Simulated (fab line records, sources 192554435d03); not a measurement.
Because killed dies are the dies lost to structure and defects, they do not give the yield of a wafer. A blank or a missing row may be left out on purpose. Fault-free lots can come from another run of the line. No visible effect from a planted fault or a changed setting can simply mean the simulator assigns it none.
Split-lot trial :: flow n5-finfet :: on a route of 1938 steps: 7 lots, 39 wafers read

## SPLIT DETAILS
At N5_DUMMY_GATE_ETCH_32 (etches SiO2 in CF4, target depth 3.5 nm, time 3.9 s), the setting time-s was moved away from the recipe's 3.9 s on 12 of the 39 wafers read, by -44.8% to +29.4%. This setting was run at the recipe's value on the other wafers.

Reading taken at the split's own step.

## THE READING
etch.depth-nm (the simulator's own value, which no gauge read), in nm, at N5_DUMMY_GATE_ETCH_32 (etches SiO2 in CF4, target depth 3.5 nm, time 3.9 s). The file does not state a usual value for it. Here, 27 wafers ran the recipe; their average is 3.508 nm with a standard deviation of 0.077 nm.

wafer: L075.1
tool, chamber at the split: rie-si-01, 3,0
time-s as run, s: 2.756
against the recipe: -29.3%
etch.depth-nm, nm: 2.438
against lot-mates on the recipe: -1.027

wafer: L075.4
tool, chamber at the split: rie-si-01, 3,0
time-s as run, s: 2.756
against the recipe: -29.3%
etch.depth-nm, nm: 2.438
against lot-mates on the recipe: -1.027

wafer: L075.2
tool, chamber at the split: rie-si-01, 2
time-s as run, s: 3.9
against the recipe: recipe
etch.depth-nm, nm: 3.493
against lot-mates on the recipe: -

wafer: L075.3
tool, chamber at the split: rie-si-01, 1
time-s as run, s: 2.756
against the recipe: -29.3%
etch.depth-nm, nm: 2.519
against lot-mates on the recipe: -0.946

wafer: L075.5
tool, chamber at the split: rie-si-01, 2
time-s as run, s: 3.9
against the recipe: recipe
etch.depth-nm, nm: 3.469
against lot-mates on the recipe: -

wafer: L075.6
tool, chamber at the split: rie-si-01, 3
time-s as run, s: 3.9
against the recipe: recipe
etch.depth-nm, nm: 3.434
against lot-mates on the recipe: -

wafer: L076.1
tool, chamber at the split: rie-si-06, 0
time-s as run, s: 2.151
against the recipe: -44.8%
etch.depth-nm, nm: 1.894
against lot-mates on the recipe: -1.585

wafer: L076.2
tool, chamber at the split: rie-si-06, 1
time-s as run, s: 3.9
against the recipe: recipe
etch.depth-nm, nm: 3.408
against lot-mates on the recipe: -

wafer: L076.3
tool, chamber at the split: rie-si-06, 2
time-s as run, s: 2.151
against the recipe: -44.8%
etch.depth-nm, nm: 1.804
against lot-mates on the recipe: -1.675

wafer: L076.4
tool, chamber at the split: rie-si-06, 3
time-s as run, s: 2.151
against the recipe: -44.8%
etch.depth-nm, nm: 1.981
against lot-mates on the recipe: -1.498

wafer: L076.5
tool, chamber at the split: rie-si-06, 0
time-s as run, s: 3.9
against the recipe: recipe
etch.depth-nm, nm: 3.447
against lot-mates on the recipe: -

wafer: L076.6
tool, chamber at the split: rie-si-06, 3
time-s as run, s: 3.9
against the recipe: recipe
etch.depth-nm, nm: 3.583
against lot-mates on the recipe: -

wafer: L078.3
tool, chamber at the split: rie-si-06, 1
time-s as run, s: 3.9
against the recipe: recipe
etch.depth-nm, nm: 3.505
against lot-mates on the recipe: -

wafer: L078.4
tool, chamber at the split: rie-si-06, 0
time-s as run, s: 3.9
against the recipe: recipe
etch.depth-nm, nm: 3.538
against lot-mates on the recipe: -

wafer: L078.6
tool, chamber at the split: rie-si-06, 3
time-s as run, s: 3.9
against the recipe: recipe
etch.depth-nm, nm: 3.695
against lot-mates on the recipe: -

wafer: L080.1
tool, chamber at the split: rie-si-01, 3
time-s as run, s: 3.9
against the recipe: recipe
etch.depth-nm, nm: 3.434
against lot-mates on the recipe: -

wafer: L080.2
tool, chamber at the split: rie-si-01, 2
time-s as run, s: 3.9
against the recipe: recipe
etch.depth-nm, nm: 3.51
against lot-mates on the recipe: -

wafer: L080.3
tool, chamber at the split: rie-si-01, 0
time-s as run, s: 5.046
against the recipe: +29.4%
etch.depth-nm, nm: 4.543
against lot-mates on the recipe: +1.049

wafer: L080.4
tool, chamber at the split: rie-si-01, 1
time-s as run, s: 5.046
against the recipe: +29.4%
etch.depth-nm, nm: 4.629
against lot-mates on the recipe: +1.135

wafer: L080.5
tool, chamber at the split: rie-si-01, 1
time-s as run, s: 5.046
against the recipe: +29.4%
etch.depth-nm, nm: 4.65
against lot-mates on the recipe: +1.156

wafer: L080.6
tool, chamber at the split: rie-si-01, 2
time-s as run, s: 3.9
against the recipe: recipe
etch.depth-nm, nm: 3.537
against lot-mates on the recipe: -

wafer: L089.1
tool, chamber at the split: rie-si-01, 2
time-s as run, s: 3.9
against the recipe: recipe
etch.depth-nm, nm: 3.468
against lot-mates on the recipe: -

wafer: L089.2
tool, chamber at the split: rie-si-01, 3
time-s as run, s: 3.9
against the recipe: recipe
etch.depth-nm, nm: 3.469
against lot-mates on the recipe: -

wafer: L089.3
tool, chamber at the split: rie-si-01, 1
time-s as run, s: 3.9
against the recipe: recipe
etch.depth-nm, nm: 3.6
against lot-mates on the recipe: -

wafer: L089.4
tool, chamber at the split: rie-si-01, 0
time-s as run, s: 3.9
against the recipe: recipe
etch.depth-nm, nm: 3.486
against lot-mates on the recipe: -

wafer: L089.5
tool, chamber at the split: rie-si-01, 0
time-s as run, s: 3.9
against the recipe: recipe
etch.depth-nm, nm: 3.471
against lot-mates on the recipe: -

wafer: L089.6
tool, chamber at the split: rie-si-01, 1
time-s as run, s: 3.9
against the recipe: recipe
etch.depth-nm, nm: 3.583
against lot-mates on the recipe: -

wafer: L091.1
tool, chamber at the split: rie-si-04, 0
time-s as run, s: 3.9
against the recipe: recipe
etch.depth-nm, nm: 3.39
against lot-mates on the recipe: -

wafer: L091.2
tool, chamber at the split: rie-si-04, 3
time-s as run, s: 3.9
against the recipe: recipe
etch.depth-nm, nm: 3.564
against lot-mates on the recipe: -

wafer: L091.3
tool, chamber at the split: rie-si-04, 1
time-s as run, s: 3.9
against the recipe: recipe
etch.depth-nm, nm: 3.643
against lot-mates on the recipe: -

wafer: L091.4
tool, chamber at the split: rie-si-04, 2
time-s as run, s: 3.9
against the recipe: recipe
etch.depth-nm, nm: 3.409
against lot-mates on the recipe: -

wafer: L091.5
tool, chamber at the split: rie-si-04, 2
time-s as run, s: 3.9
against the recipe: recipe
etch.depth-nm, nm: 3.43
against lot-mates on the recipe: -

wafer: L091.6
tool, chamber at the split: rie-si-04, 1
time-s as run, s: 3.9
against the recipe: recipe
etch.depth-nm, nm: 3.618
against lot-mates on the recipe: -

wafer: L093.1
tool, chamber at the split: rie-si-01, 0
time-s as run, s: 2.313
against the recipe: -40.7%
etch.depth-nm, nm: 2.049
against lot-mates on the recipe: -1.462

wafer: L093.2
tool, chamber at the split: rie-si-01, 1
time-s as run, s: 3.9
against the recipe: recipe
etch.depth-nm, nm: 3.591
against lot-mates on the recipe: -

wafer: L093.3
tool, chamber at the split: rie-si-01, 2
time-s as run, s: 3.9
against the recipe: recipe
etch.depth-nm, nm: 3.465
against lot-mates on the recipe: -

wafer: L093.4
tool, chamber at the split: rie-si-01, 3
time-s as run, s: 3.9
against the recipe: recipe
etch.depth-nm, nm: 3.477
against lot-mates on the recipe: -

wafer: L093.5
tool, chamber at the split: rie-si-01, 2
time-s as run, s: 2.313
against the recipe: -40.7%
etch.depth-nm, nm: 2.086
against lot-mates on the recipe: -1.425

wafer: L093.6
tool, chamber at the split: rie-si-01, 3
time-s as run, s: 2.313
against the recipe: -40.7%
etch.depth-nm, nm: 2.072
against lot-mates on the recipe: -1.439
Where a row lists several chambers, the file gives one row for several wafers and doesn't say which wafer went through which chamber.

THE FIT
A straight line over all 39 wafers: etch.depth-nm changes by +0.0361 nm for each +1% of time-s; r = +0.99; the points scatter about the line by 0.072 nm.
The same after taking each lot's own level away (the mean of its wafers on the recipe; 39 wafers): +0.0358 nm for each +1%; r = +1.00; scatter 0.07 nm.
On that fit, the largest move of time-s shifts the reading by 1.6 nm.
From 3.4653 to 3.5793 nm: that is the span of the lots' own levels, equal to 1.5 times the standard deviation above.
The two slopes agree, so the slope changes little with the lot-to-lot level.
Check: with one of the wafers moved furthest among these (-44.8%) left out of the fit, the line predicts -1.59 nm for it against its lot-mates. It came out at -1.59 nm against them.

## ADDITIONAL SPLITS CARRIED BY THESE WAFERS
Note: prior to the reading, these wafers also went through further splits. Each is held against what the fit with the lots' levels taken away leaves over:
other split on the same wafers: N5_PMOS_HMC_CHANNEL_EPI_DEVELOP_08 develop-time-s
wafers away from the commonest value: 12
r with etch.depth-nm (lot level and that fit taken away): +0.10

other split on the same wafers: N5_DUMMY_GATE_HM_DEP_06 target-thk-a
wafers away from the commonest value: 24
r with etch.depth-nm (lot level and that fit taken away): -0.12

## FILE'S OWN FIT
etch.depth-nm changes by +0.0356 nm for each +1% of time-s, r = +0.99.
